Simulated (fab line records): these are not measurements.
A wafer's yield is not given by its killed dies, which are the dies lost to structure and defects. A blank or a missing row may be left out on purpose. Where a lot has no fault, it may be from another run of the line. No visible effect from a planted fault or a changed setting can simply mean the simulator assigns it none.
fab line records | flow n5Finfet
record lots=9 wafers=27 lastDay=17
route steps=1938 shown BEOL_M1@830 BEOL_M2@843 BEOL_M4@1111 PASSIVATION@1936
lots with no fault: from the same line, run without faults
startH: the number of hours between the record's first day and the start of the first shown wafer of the lot | waitH: time in hours since the lot's previous step | " same as the row above | L1.1+2: a single row standing in for several wafers | - either no value or no given start | * or withheld: withheld | < > ~ a bound
route shown NAME@n: names a module that has steps shown in the file, with the first one's number in the route | usual: average and standard deviation across the fault-free wafers | same: alike in all rows | chamber/n: place in a boat | sites: each site's reading | _std_site: their standard deviation | _edge_site: outer sites' mean less inner sites' | radiusMm: for every site, how far away it sits from the centre of the wafer | mask NAME#n: copy n | behind: the tool/chamber that last shaped the wafer | hold: the reason the lot was held/the length of the hold in hours/how it ended | device: names the non-switching transistor (n, p or np) | end of line: the tests these same wafers got at the end of their route | step lacking rows: just its recipe | killed: not the wafer's yield, but the dies lost to structure and defects at the first sort | map: per-die view of a wafer (x killed, . not killed, _ where there is no die)
set.NAME: the run value of the setting; set.NAME@STEP: its run value at that earlier step | model.NAME: the simulator's own value behind a step, which no gauge read
the route's steps for a sample of lots (tables are steps, rows are wafers)
services: the hour from which a tool's chamber was out of use, counted from the record's first day as startH (under 0 if before that day), plus the number of hours and why
## steps
# step N5_BEOL_M1_SPUTTER_96
# recipe material=Cu targetThkA=45 tempC=-20 chamberPressurePa=0.07 powerW=withheld timeS=8.29
# usual throttleValvePct=29.7/0.87
# columns lot.wafer tool chamber startH waitH throttleValvePct
L581.1 pvdSputter-02 - 144.73 0.1 30.7
L581.3 " - " " 29.7
L581.5 " - " " 29.6
L584.2 pvdSputter-02 - 156.87 0.1 29.5
L584.3 " - " " 30.7
L584.6 " - " " 30.3
L588.2 pvdSputter-01 - 178.63 0.1 30.2
L588.4 " - " " 29.7
L588.5 " - " " 30.4
L590.1 pvdSputter-03 - 206.89 0.1 31.0
L590.4 " - " " 29.4
L590.6 " - " " 30.2
L591.1 pvdSputter-03 - 208.73 0.1 30.7
L591.2 " - " " 31.0
L591.3 " - " " 29.3
L596.1 pvdSputter-03 - 224.57 0.1 28.7
L596.3 " - " " 30.5
L596.6 " - " " 29.1
L598.1 pvdSputter-03 - 246.51 0.1 28.5
L598.2 " - " " 29.5
L598.3 " - " " 30.5
L600.3 pvdSputter-03 - 265.22 0.1 29.6
L600.4 " - " " 28.4
L600.6 " - " " 30.6
L601.2 pvdSputter-01 - 265.49 0.1 28.4
L601.5 " - " " 28.3
L601.6 " - " " 28.7
# step N5_BEOL_M2_PECVD_72
# recipe material=SiO2 targetThkA=160 tempC=400 precursor=TEOS/O2 pressureTorr=5.5 rfW=450 teosFlowSccm=53.8 gas=O2 flowSccm=3000 timeS=18
# usual heaterPowerW=708/140 showerheadPlenumPTorr=8.78/0.055 throttleValvePct=22.1/0.79
# columns lot.wafer tool chamber startH waitH heaterPowerW showerheadPlenumPTorr throttleValvePct
L581.1 pecvd-04 2 145.97 0.0 817 8.68 23.3
L581.3 " 0 " " 730 8.77 22.2
L581.5 " 2 " " 802 8.66 23.5
L584.2 pecvd-04 2 158.09 0.0 843 8.67 23.5
L584.3 " 0 " " 670 8.76 22.3
L584.6 " 0 " " 672 8.76 22.0
L588.2 pecvd-01 1 179.84 0.0 499 8.83 22.3
L588.4 " 0 " " 993 8.75 22.4
L588.5 " 1 " " 507 8.81 22.3
L590.1 pecvd-04 0 208.11 0.0 703 8.73 22.3
L590.4 " 1 " " 616 8.78 22.4
L590.6 " 1 " " 641 8.80 22.4
L591.1 pecvd-01 2 210.11 0.0 694 8.78 23.0
L591.2 " 0 " " 896 8.75 22.5
L591.3 " 1 " " 509 8.84 22.4
L596.1 pecvd-04 1 225.80 0.0 637 8.77 22.6
L596.3 " 1 " " 623 8.77 22.6
L596.6 " 0 " " 725 8.76 22.2
L598.1 pecvd-04 0 247.77 0.0 682 8.75 22.4
L598.2 " 2 " " 747 8.67 21.9
L598.3 " 1 " " 630 8.78 22.5
L600.3 pecvd-01 0 266.50 0.0 993 8.73 22.3
L600.4 " 0 " " 981 8.74 22.0
L600.6 " 1 " " 466 8.85 22.3
L601.2 pecvd-01 2 266.86 0.0 684 8.75 23.3
L601.5 " 0 " " 866 8.74 22.4
L601.6 " 2 " " 671 8.77 23.0
# step N5_BEOL_M2_HM_DEP_02
# recipe material=TiN targetThkA=200 tempC=25 chamberPressurePa=0.49996
# usual throttleValvePct=29.7/0.87
# columns lot.wafer tool chamber startH waitH throttleValvePct
L581.1 pvdSputter-02 - 146.38 0.4 30.7
L581.3 " - " " 30.2
L581.5 " - " " 30.1
L584.2 pvdSputter-03 - 161.07 3.0 29.3
L584.3 " - " " 28.4
L584.6 " - " " 28.4
L588.2 pvdSputter-01 - 180.73 0.9 30.5
L588.4 " - " " 28.3
L588.5 " - " " 30.3
L590.1 pvdSputter-01 - 209.01 0.9 30.5
L590.4 " - " " 28.8
L590.6 " - " " 28.6
L591.1 pvdSputter-02 - 211.04 0.9 29.9
L591.2 " - " " 29.8
L591.3 " - " " 30.3
L596.1 pvdSputter-01 - 229.08 3.3 28.5
L596.3 " - " " 30.0
L596.6 " - " " 28.8
L598.1 pvdSputter-02 - 249.33 1.5 30.0
L598.2 " - " " 30.6
L598.3 " - " " 29.6
L600.3 pvdSputter-01 - 267.17 0.7 30.4
L600.4 " - " " 28.3
L600.6 " - " " 30.4
L601.2 pvdSputter-01 - 267.45 0.6 28.5
L601.5 " - " " 30.8
L601.6 " - " " 28.8
# step N5_BEOL_M2_INSPECT_13
# recipe mode=adi inspectInstrument=brightfield
# usual rawDefectCount=385/77
# columns lot.wafer tool chamber startH waitH rawDefectCount
L581.1 defectInspect-02 - 146.87 0.1 262
L581.3 " - " " 347
L581.5 " - " " 353
L584.2 defectInspect-01 - 161.57 0.0 389
L584.3 " - " " 360
L584.6 " - " " 375
L588.2 defectInspect-01 - 181.40 0.0 428
L588.4 " - " " 442
L588.5 " - " " 253
L590.1 defectInspect-01 - 209.49 0.1 290
L590.4 " - " " 241
L590.6 " - " " 242
L591.1 defectInspect-01 - 211.65 0.1 321
L591.2 " - " " 372
L591.3 " - " " 321
L596.1 defectInspect-02 - 229.58 0.1 407
L596.3 " - " " 363
L596.6 " - " " 388
L598.1 defectInspect-02 - 249.83 0.1 400
L598.2 " - " " 356
L598.3 " - " " 312
L600.3 defectInspect-02 - 267.78 0.0 1494
L600.4 " - " " 1437
L600.6 " - " " 1351
L601.2 defectInspect-01 - 268.06 0.0 1219
L601.5 " - " " 1343
L601.6 " - " " 1248
# step N5_BEOL_M2_STRIP_66
# recipe chemistry=CF4 resist=SiARC powerW=300 biasPowerW=75 pressureMtorr=50 cf4FlowSccm=150 rfFrequencyHz=6e+07
# usual drypumpMotorCurrentA=5.8/0.47 oesProductAu=0.74/0.068 rfVppV=271.1/1.4 showerheadPlenumPTorr=1.79/0.051 throttleValvePct=13.73/0.23
# columns lot.wafer tool chamber startH waitH drypumpMotorCurrentA oesProductAu rfHoursCounterH rfVppV showerheadPlenumPTorr throttleValvePct
L581.1 rieDiel-02 0 147.12 0.0 5.3 0.73 180 270.8 1.80 13.93
L581.3 " 1 " " 5.9 0.75 127 270.1 1.71 13.45
L581.5 " 0 " " 5.3 0.73 - 270.3 1.80 13.93
L584.2 rieDiel-05 2 161.82 0.0 5.9 0.71 198 271.9 1.77 13.69
L584.3 " 3 " " 5.6 0.69 222 272.3 1.85 13.69
L584.6 " 3 " " 5.7 0.70 - 270.8 1.85 13.70
L588.2 rieDiel-05 0 181.65 0.0 6.4 0.75 165 268.2 1.75 13.82
L588.4 " 2 " " 5.9 0.71 205 271.0 1.77 13.70
L588.5 " 0 " " 6.4 0.75 - 269.2 1.75 13.80
L590.1 rieDiel-05 3 210.18 0.0 5.6 0.68 239 271.9 1.85 13.72
L590.4 " 2 " " 5.8 0.70 - 270.8 1.77 13.69
L590.6 " 1 " " 4.7 0.68 - 271.5 1.83 13.94
L591.1 rieDiel-05 2 212.53 0.0 5.9 0.70 215 270.5 1.77 13.72
L591.2 " 1 " " 4.8 0.68 219 271.4 1.83 13.94
L591.3 " 0 " " 6.3 0.74 173 271.0 1.75 13.84
L596.1 rieDiel-02 1 229.93 0.0 5.9 0.72 159 269.7 1.70 13.51
L596.3 " 1 " " 5.9 0.72 - 270.9 1.70 13.54
L596.6 " 3 " " 5.9 0.86 - 269.3 1.76 13.58
L598.1 rieDiel-05 1 250.07 0.0 4.7 0.67 233 271.2 1.82 13.98
L598.2 " 0 " " 6.4 0.73 187 269.5 1.75 13.87
L598.3 " 2 " " 5.8 0.69 228 271.0 1.76 13.75
L600.3 rieDiel-01 3 268.58 0.0 5.8 0.73 205 270.9 1.77 13.65
L600.4 " 2 " " 5.7 0.73 - 271.7 1.85 14.03
L600.6 " 0 " " 6.3 0.92 - 273.8 1.90 13.53
L601.2 rieDiel-02 1 268.67 0.0 5.8 0.71 179 269.9 1.70 13.57
L601.5 " 2 " " 5.7 0.77 - 272.2 1.81 13.73
L601.6 " 0 " " 5.3 0.70 - 270.6 1.79 14.04
# step N5_BEOL_M4_RC_MEAS_101
# usual DIBL_N=36.0/2.5 DIBL_P=36.2/3 IOFF_N=0.16/0.044 IOFF_P=0.21/0.049 ION_N=671/15 ION_P=461/8.7 SS_N=71.5/0.72 SS_P=73.4/0.9 VT_N=251/4.4 VT_P=-250/4
# columns lot.wafer tool chamber startH waitH DIBL_N[mV/V] DIBL_P[mV/V] IOFF_N[nA/um] IOFF_P[nA/um] ION_N[uA/um] ION_P[uA/um] SS_N[mV/dec] SS_P[mV/dec] VT_N[mV] VT_P[mV]
L581.1 prober-02 0 189.25 0.6 34.6 36.4 0.13 0.19 652 449 71.9 73.2 254 -252
L581.3 " 0 " " 33.6 35.3 0.13 0.17 660 452 71.7 73.2 253 -253
L581.5 " 0 " " 33.5 35.5 0.13 0.18 652 447 72.0 73.0 254 -255
L584.2 prober-01 0 215.59 0.2 37.4 38.6 0.19 0.24 694 470 72.2 73.8 249 -247
L584.3 " 0 " " 38.0 39.2 0.19 0.25 670 454 72.3 73.3 250 -252
L584.6 " 0 " " 38.5 39.4 0.20 0.24 678 457 72.9 74.5 249 -251
L588.2 prober-01 0 222.69 0.2 34.1 32.0 0.11 0.14 661 453 70.8 72.9 259 -259
L588.4 " 0 " " 36.0 35.3 0.13 0.16 658 450 71.4 73.9 255 -258
L588.5 " 0 " " 37.1 37.1 0.15 0.20 654 455 72.1 74.2 251 -254
L590.1 prober-02 0 244.31 0.0 35.8 35.0 0.13 0.19 662 459 71.5 73.2 253 -253
L590.4 " 0 " " 38.2 37.5 0.17 0.22 672 463 72.1 73.5 249 -247
L590.6 " 0 " " 35.3 33.7 0.13 0.18 662 464 71.2 72.7 252 -252
L591.1 prober-02 0 251.89 0.0 36.6 36.2 0.16 0.21 666 452 71.6 73.5 252 -250
L591.2 " 0 " " 38.0 37.7 0.18 0.22 680 460 71.9 74.1 249 -253
L591.3 " 0 " " 30.6 28.6 0.08 0.11 656 446 70.4 71.3 259 -260
L596.1 prober-02 0 271.01 0.0 37.8 37.9 0.20 0.22 691 461 71.4 74.0 245 -252
L596.3 " 0 " " 34.2 32.6 0.12 0.15 660 448 71.2 72.5 254 -254
L596.6 " 0 " " 38.7 38.6 0.23 0.25 700 463 72.4 74.3 243 -251
L598.1 prober-01 0 285.81 0.0 35.9 37.7 0.18 0.26 676 469 71.0 73.7 248 -244
L598.2 " 0 " " 34.4 35.8 0.14 0.22 655 460 70.9 73.8 255 -248
L598.3 " 0 " " 36.0 37.3 0.18 0.24 677 469 72.3 73.8 248 -247
L600.3 prober-02 0 306.95 0.3 36.2 37.6 0.16 0.25 674 477 71.6 73.7 250 -247
L600.4 " 0 " " 33.7 33.4 0.11 0.17 657 453 71.6 72.2 256 -254
L600.6 " 0 " " 39.4 39.8 0.22 0.28 694 471 73.2 73.9 243 -246
L601.2 prober-01 0 309.42 0.6 36.4 36.3 0.17 0.25 678 473 72.1 73.6 251 -248
L601.5 " 0 " " 39.7 40.5 0.26 0.34 698 475 72.2 74.3 242 -244
L601.6 " 0 " " 34.3 32.5 0.13 0.18 672 460 70.5 72.5 251 -249
# step N5_PASSIVATION_PROBE_49
# usual defectLimitedYield=91.7/1.4 killed_at_M0_to_M3=31/11 killed_at_M4_up=13/4.6 killedAtContacts=13/6.7 killedAtFrontEnd=39/9.6 killedAtOther=3.5/2.8 killedDies=98/16 killedOpen=64/11 killedShort=33/8.5 sort_bin_5_function=4.9/0.96 sort_bin_6_memory=3.1/0.59 sort_bin_8_speed=0.2/1.3 sortNPass=1080/23 sortYieldPct=91.5/1.9
# same grossDies=1180 killedAtBackSide=0 sort_bin_4_leakage[%]=0
# columns lot.wafer tool chamber startH waitH defectLimitedYield[%] killed_at_M0_to_M3 killed_at_M4_up killedAtContacts killedAtFrontEnd killedAtOther killedDies killedOpen killedShort sort_bin_5_function[%] sort_bin_6_memory[%] sort_bin_8_speed[%] sortNPass sortYieldPct[%]
L601.2 prober-01 - 414.12 0.1 80.4 175 11 14 28 3 231 62 34 12.6 3.3 0 949 80.4
L601.5 prober-01 - 414.27 0.2 81.1 170 5 3 43 2 223 45 43 11.4 4.3 0 957 81.1
L601.6 prober-01 - 414.32 0.3 80.0 165 9 9 50 3 236 66 34 14.2 3.5 0 944 80.0
L600.3 prober-01 - 414.47 0.3 80.9 153 15 2 50 5 225 55 31 11.4 4.0 0 955 80.9
L600.4 prober-01 - 414.52 0.3 80.5 158 18 5 49 0 230 62 24 12.5 3.8 0 950 80.5
L600.6 prober-01 - 414.62 0.4 85.3 91 21 14 43 4 173 82 30 8.6 3.7 0 1007 85.3
# killed by level:class
L601.2 BEOL_M2:unspecified=135 BEOL_M3:geometricParticle:open=14 MOL_CONTACT_COAG:geometricParticle:open=11 BEOL_M1:geometricParticle:open=6 BEOL_M0_SAQP:geometricParticle:short=5 BEOL_M0_SAQP:geometricParticle:open=5 STARTING-WAFER:geometricParticle:short=5 FIN_SAQP:geometricParticle:short=4
L601.5 BEOL_M2:unspecified=135 GATE_CUT:geometricParticle:short=13 BEOL_M0_SAQP:geometricParticle:open=10 BEOL_M0_SAQP:geometricParticle:short=9 STARTING-WAFER:geometricParticle:short=8 FIN_SAQP:geometricParticle:open=6 BEOL_M3:geometricParticle:open=6 GATE_CUT:geometricParticle:open=4
L601.6 BEOL_M2:unspecified=135 FIN_SAQP:geometricParticle:open=9 FIN_SAQP:geometricParticle:short=9 STI_FIN_REVEAL:geometricParticle:open=9 DUMMY_GATE:geometricParticle:open=7 BEOL_M0_SAQP:geometricParticle:short=7 BEOL_M3:geometricParticle:open=5 MOL_CONTACT_COAG:geometricParticle:open=5
L600.3 BEOL_M2:unspecified=133 STI_FIN_REVEAL:geometricParticle:open=10 FIN_SAQP:geometricParticle:open=9 FIN_SAQP:geometricParticle:short=9 BEOL_M3:geometricParticle:open=8 GATE_CUT:geometricParticle:short=6 BEOL_M2:geometricParticle:open=5 BEOL_M4:geometricParticle:open=4
L600.4 BEOL_M2:unspecified=143 STI_FIN_REVEAL:geometricParticle:open=14 BEOL_M4:geometricParticle:open=8 GATE_CUT:geometricParticle:short=6 BEOL_M3:geometricParticle:open=6 FIN_SAQP:geometricParticle:open=5 ILD0:geometricParticle:short=5 GATE_CUT:geometricParticle:open=5
L600.6 BEOL_M2:unspecified=59 STI_FIN_REVEAL:geometricParticle:open=22 BEOL_M4:geometricParticle:open=12 MOL_CONTACT_COAG:geometricParticle:open=11 BEOL_M2:geometricParticle:open=6 BEOL_M3:geometricParticle:open=6 FIN_SAQP:geometricParticle:open=4 GATE_CUT:geometricParticle:short=4
## services
# columns tool chamber startH hours kind
pecvd-01 2 127.08 7.0 repair
pecvd-04 1 132.25 2.1 scheduledDown
rieDiel-05 3 132.65 7.5 repair
pvdSputter-02 - 134.70 2.2 repair
pecvd-04 2 134.94 5.5 scheduledDown
rieDiel-01 1 135.00 12.9 repair
pvdSputter-01 - 138.71 1.8 repair
pecvd-01 - 148.62 1.1 repair
pecvd-01 - 149.76 2.8 pm
pecvd-04 1 156.71 4.8 repair
pecvd-04 0 188.67 5.5 scheduledDown
pecvd-01 - 189.62 5.5 pm
rieDiel-02 - 195.71 3.6 repair
pecvd-04 2 202.38 - clean
pecvd-04 2 202.38 - consumableReplace:showerhead
pecvd-04 2 202.38 29.0 scheduledDown
pecvd-04 2 202.38 29.0 ventCycle
rieDiel-05 0 203.48 8.1 repair
rieDiel-02 2 205.00 27.5 repair
rieDiel-02 0 226.35 10.5 repair
rieDiel-02 3 241.86 46.0 repair
rieDiel-05 3 243.39 - clean
pecvd-01 - 259.73 2.9 repair
rieDiel-05 - 266.00 4.0 pm
## key
firstSign step=N5_BEOL_M2_INSPECT_13 reading=rawDefectCount direction=up sigmas=12 usual=385 struck=1349
effect step=N5_PASSIVATION_PROBE_49 reading=killed_at_M0_to_M3 direction=up sigmas=11 usual=31 struck=152
moreKillsBornAt N5_BEOL_M2_PECVD_72@pecvd-01=740
metAt N5_BEOL_M2_PECVD_72
struckLots L600,L601
notActingAt N5_BEOL_M1_SPUTTER_96,N5_BEOL_M2_HM_DEP_02,N5_BEOL_M2_STRIP_66
onsetBetween 210.11 266.50
alsoFits time
fault kind=chamberParticleSource tool=pecvd-01 chamber=- onsetH=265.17 steps=N5_BEOL_M2_PECVD_72 ratePerVisitCm2=1.3805 endH=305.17
